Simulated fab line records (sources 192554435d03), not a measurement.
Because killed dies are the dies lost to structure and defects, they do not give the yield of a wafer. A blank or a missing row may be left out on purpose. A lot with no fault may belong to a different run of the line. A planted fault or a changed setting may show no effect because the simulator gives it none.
Lot-split experiment	flow n5-finfet	39 wafers read from 7 lots, route of 1938 steps

SPLIT DETAILS
At N5_MOL_CONTACT_COAG_ETCH_91 (etches SOC in N2/H2, target depth 60 nm, overetch 21 nm, time 101.2 s), the setting source-w was moved away from the recipe's 840 W on 15 of the 39 wafers read, by -15.2% to +18.6%. All remaining wafers had this setting at the recipe value.

The reading is taken at the split's own step.

THE READING
rf-vpp-V, in V, at N5_MOL_CONTACT_COAG_ETCH_91 (etches SOC in N2/H2, target depth 60 nm, overetch 21 nm, time 101.2 s). Fault-free wafers of this fab line usually give 524.2 V, standard deviation 2 V.

wafer	tool, chamber at the split	source-w as run, W	against the recipe	rf-vpp-V, V	against lot-mates on the recipe
L075.1	rie-diel-01, 2	840	recipe	526.3	-
L075.2	rie-diel-01, 0	840	recipe	521.1	-
L075.4	rie-diel-01, 1	840	recipe	524.8	-
L085.1	rie-diel-02, 1	840	recipe	526.3	-
L085.2	rie-diel-02, 2	712.5	-15.2%	552.7	+27.0
L085.3	rie-diel-02, 3	712.5	-15.2%	555.0	+29.3
L085.4	rie-diel-02, 0	712.5	-15.2%	554.4	+28.7
L085.5	rie-diel-02, 3	840	recipe	525.6	-
L085.6	rie-diel-02, 2	840	recipe	525.1	-
L088.1	rie-diel-01, 0	743.9	-11.4%	541.9	+16.6
L088.2	rie-diel-01, 2	840	recipe	527.0	-
L088.3	rie-diel-01, 3	840	recipe	522.9	-
L088.4	rie-diel-01, 1	840	recipe	525.9	-
L088.5	rie-diel-01, 0	743.9	-11.4%	541.0	+15.7
L088.6	rie-diel-01, 3	743.9	-11.4%	545.2	+19.9
L090.1	rie-diel-02, 1	995.9	+18.6%	496.2	-27.9
L090.2	rie-diel-02, 3	995.9	+18.6%	496.7	-27.4
L090.3	rie-diel-02, 2	840	recipe	523.7	-
L090.4	rie-diel-02, 1	840	recipe	524.1	-
L090.5	rie-diel-02, 3	995.9	+18.6%	496.0	-28.1
L090.6	rie-diel-02, 2	840	recipe	524.5	-
L092.1	rie-diel-04, 3	840	recipe	522.9	-
L092.2	rie-diel-04, 2	840	recipe	526.5	-
L092.3	rie-diel-04, 1	840	recipe	521.9	-
L092.4	rie-diel-04, 0	840	recipe	524.4	-
L092.5	rie-diel-04, 3	840	recipe	521.9	-
L092.6	rie-diel-04, 0	840	recipe	524.9	-
L094.1	rie-diel-02, 3	840	recipe	526.5	-
L094.2	rie-diel-02, 2	840	recipe	525.2	-
L094.3	rie-diel-02, 1	914.6	+8.9%	510.0	-14.8
L094.4	rie-diel-02, 0	840	recipe	522.7	-
L094.5	rie-diel-02, 1	914.6	+8.9%	509.6	-15.2
L094.6	rie-diel-02, 2	914.6	+8.9%	509.4	-15.4
L095.1	rie-diel-01, 0	761.6	-9.3%	536.5	+11.9
L095.2	rie-diel-01, 3	840	recipe	522.6	-
L095.3	rie-diel-01, 1	840	recipe	525.9	-
L095.4	rie-diel-01, 2	761.6	-9.3%	542.4	+17.8
L095.5	rie-diel-01, 2	840	recipe	525.4	-
L095.6	rie-diel-01, 1	761.6	-9.3%	541.8	+17.2

THE FIT
A straight line over all 39 wafers: rf-vpp-V changes by -1.67 V for each +1% of source-w; r = -0.99; the points scatter about the line by 2.1 V.
The same after taking each lot's own level away (the mean of its wafers on the recipe; 39 wafers): -1.63 V for each +1%; r = -0.99; scatter 2 V.
The reading moves by 30 V for the largest change in source-w, on that fit.
Measured against the standard deviation above, the lots' own levels, which go from 523.75 to 525.67 V, span 1.0 times it.
Hence the lot-to-lot level has little effect on the slope; both slopes agree.
Check: -30.4 V against its lot-mates is what the line predicts for one of the wafers moved furthest among these (+18.6%) when that wafer is left out of the fit. Against them it came out at -27.9 V.
Tool readings at the split's step, against how far the setting was moved: rf-vpp-V r = -0.99.

OTHER SPLITS ON THESE WAFERS
Other splits were also applied to these wafers ahead of the reading. Each is held against what the fit with the lots' levels taken away leaves over:
other split on the same wafers	wafers away from the commonest value	r with rf-vpp-V (lot level and that fit taken away)
N5_FIN_SAQP_ETCH_52 source-w	12	+0.15
N5_DUMMY_GATE_ETCH_37 source-w	9	-0.07
N5_DUMMY_GATE_ETCH_31 target-depth-a	15	+0.06
N5_MOL_CONTACT_COAG_SPUTTER_130 target-thk-a	9	-0.08

FILE'S OWN FIT
rf-vpp-V changes by -1.64 V for each +1% of source-w, r = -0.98.
